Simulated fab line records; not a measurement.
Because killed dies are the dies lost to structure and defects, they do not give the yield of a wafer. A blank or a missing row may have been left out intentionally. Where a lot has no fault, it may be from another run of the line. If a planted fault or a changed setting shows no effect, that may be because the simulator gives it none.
Which of the tools did it? ; flow nand_harc ; Sampling: 7 lots, 21 wafers, 2 of 1302 route steps

WHAT EACH GAUGE READ, for each wafer
NHARC_A_BONDPAD_OVL_MEAS_35.
lot;measured;on;overlay_x_nm (nm)
L720;day 23 20:06;overlay-01;2 2 2
L724;day 26 01:28;overlay-02;1 1 1
L730;day 27 15:37;overlay-02;-8 -8 -9
L733;day 29 11:16;overlay-02;5 5 4
L737;day 31 04:49;overlay-01;-1 -2 -2
L739;day 31 21:37;overlay-01;12 12 12
L741;day 32 11:38;overlay-02;4 4 4

EACH LOT AND THE TOOL THAT RAN IT (in order: tool; ch and the chambers of the sampled wafers; start)
lot;NHARC_A_CONTACT_ETCH_118
L720;har_cap_etch-03 ch 0,1, day 22 04:19
L724;har_cap_etch-01 ch 0,1, day 24 07:21
L730;har_cap_etch-01 ch 0,1, day 25 21:02
L733;har_cap_etch-02 ch 0,1, day 27 23:33
L737;har_cap_etch-01 ch 0,1, day 29 14:13
L739;har_cap_etch-02 ch 0,1, day 30 04:44
L741;har_cap_etch-03 ch 0,1, day 31 00:59
- NHARC_A_CONTACT_ETCH_118: etches the open film in C4F8/O2/Ar, time 190 s, target depth 1850 nm.

THE ANSWER, worked out from the rows above alone
Rule: the lots themselves supply what counts as usual. The widest of any qualifying gaps counts: lots, ordered by their means at a reading, are off when they make up no more than a third of the lots, leave a main group of 4 or more, and stand apart from it by 3 or more times the standard deviation of that group's means. If all means in a main group match to the digits the tables above print for the reading, that group is not used. A lot without any number at a reading at which 4 lots or more have one is off too. Any other lot the step has rows for is counted as sound.
No lot is off at any reading shown: from this, nothing can be told.

WHAT THE SIMULATOR HAD INSERTED
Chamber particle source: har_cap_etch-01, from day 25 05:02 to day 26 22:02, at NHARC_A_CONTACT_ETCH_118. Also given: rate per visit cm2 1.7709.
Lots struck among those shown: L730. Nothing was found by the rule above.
